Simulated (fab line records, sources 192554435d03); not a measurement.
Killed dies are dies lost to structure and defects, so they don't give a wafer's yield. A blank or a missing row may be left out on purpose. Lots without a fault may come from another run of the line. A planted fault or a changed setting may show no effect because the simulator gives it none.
Split-lot experiment | flow n5_finfet | 7 lots, 39 wafers read, on a route of 1938 steps

THE SPLIT
At N5_FIN_SAQP_ALD_61 (deposits SiO2, target thk 4 nm, pulse time 1 s, purge time 2 s), the setting ald_cycles was moved away from the recipe's 43 on 12 of the 39 wafers read, by -16.3% to +9.3%. The other wafers ran this setting at the recipe's value.

The reading is taken at the split's own step.

THE READING
SiO2_of_FIN_SAQP_ALD_61.thk_nm (the simulator's own value, which no gauge read), in nm, at N5_FIN_SAQP_ALD_61 (deposits SiO2, target thk 4 nm, pulse time 1 s, purge time 2 s). The file gives no usual value for it. The 27 wafers here that ran the recipe average 3.989 nm, standard deviation 0.022 nm.

wafer  | tool, chamber at the split | ald_cycles as run | against the recipe | SiO2_of_FIN_SAQP_ALD_61.thk_nm, nm | against lot-mates on the recipe
L074.1 | ald_sin-02, 0              | 47                | +9.3%              | 4.397                              | +0.410
L074.2 | ald_sin-02, 3              | 47                | +9.3%              | 4.352                              | +0.365
L074.3 | ald_sin-02, 1              | 43                | recipe             | 3.954                              | -
L074.4 | ald_sin-02, 2              | 43                | recipe             | 4.007                              | -
L074.5 | ald_sin-02, 1              | 43                | recipe             | 4.001                              | -
L074.6 | ald_sin-02, 2              | 47                | +9.3%              | 4.356                              | +0.369
L078.1 | ald_sin-01, 0              | 43                | recipe             | 3.988                              | -
L078.2 | ald_sin-01, 3              | 43                | recipe             | 3.98                               | -
L078.3 | ald_sin-01, 2              | 43                | recipe             | 3.967                              | -
L078.4 | ald_sin-01, 1              | 43                | recipe             | 3.963                              | -
L078.5 | ald_sin-01, 0              | 43                | recipe             | 3.993                              | -
L078.6 | ald_sin-01, 1              | 43                | recipe             | 3.973                              | -
L080.1 | ald_sin-02, 3              | 45                | +4.7%              | 4.17                               | +0.148
L080.2 | ald_sin-02, 0              | 45                | +4.7%              | 4.212                              | +0.190
L080.3 | ald_sin-02, 1              | 43                | recipe             | 3.996                              | -
L080.4 | ald_sin-02, 2              | 43                | recipe             | 4.038                              | -
L080.5 | ald_sin-02, 1              | 43                | recipe             | 4.031                              | -
L080.6 | ald_sin-02, 0              | 45                | +4.7%              | 4.214                              | +0.192
L086.1 | ald_sin-03, 3              | 43                | recipe             | 3.954                              | -
L086.2 | ald_sin-03, 2              | 43                | recipe             | 4.006                              | -
L086.3 | ald_sin-03, 0              | 43                | recipe             | 3.982                              | -
L086.4 | ald_sin-03, 1              | 43                | recipe             | 3.966                              | -
L086.5 | ald_sin-03, 2              | 43                | recipe             | 3.97                               | -
L086.6 | ald_sin-03, 3              | 43                | recipe             | 3.974                              | -
L087.1 | ald_sin-02, 1              | 38                | -11.6%             | 3.549                              | -0.462
L087.2 | ald_sin-02, 0              | 38                | -11.6%             | 3.555                              | -0.456
L087.3 | ald_sin-02, 3              | 43                | recipe             | 3.988                              | -
L087.4 | ald_sin-02, 2              | 43                | recipe             | 4.022                              | -
L087.5 | ald_sin-02, 0              | 43                | recipe             | 4.023                              | -
L087.6 | ald_sin-02, 3              | 38                | -11.6%             | 3.522                              | -0.489
L090.1 | ald_sin-02, 1              | 36                | -16.3%             | 3.349                              | -0.634
L090.2 | ald_sin-02, 3              | 43                | recipe             | 3.974                              | -
L090.3 | ald_sin-02, 0              | 43                | recipe             | 3.997                              | -
L090.4 | ald_sin-02, 2              | 36                | -16.3%             | 3.346                              | -0.637
L090.5 | ald_sin-02, 3              | 43                | recipe             | 3.977                              | -
L090.6 | ald_sin-02, 0              | 36                | -16.3%             | 3.329                              | -0.654
L096.3 | ald_sin-01, 1              | 43                | recipe             | 4.002                              | -
L096.5 | ald_sin-01, 1              | 43                | recipe             | 3.983                              | -
L096.6 | ald_sin-01, 0              | 43                | recipe             | 3.989                              | -

THE FIT
A straight line over all 39 wafers: SiO2_of_FIN_SAQP_ALD_61.thk_nm changes by +0.0399 nm for each +1% of ald_cycles; r = +1.00; the points scatter about the line by 0.022 nm.
The same after taking each lot's own level away (the mean of its wafers on the recipe; 39 wafers): +0.0399 nm for each +1%; r = +1.00; scatter 0.017 nm.
On that fit, the largest move of ald_cycles shifts the reading by 0.65 nm.
The lots' own levels span 3.9753 to 4.0217 nm, that is 2.1 times the standard deviation above.
So the lot-to-lot level changes the slope little: the two slopes agree.
Check: with one of the wafers moved furthest among these (-16.3%) left out of the fit, the line predicts -0.652 nm for it against its lot-mates. It came out at -0.634 nm against them.

THE FILE'S OWN FIT
SiO2_of_FIN_SAQP_ALD_61.thk_nm changes by +0.0398 nm for each +1% of ald_cycles, r = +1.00.
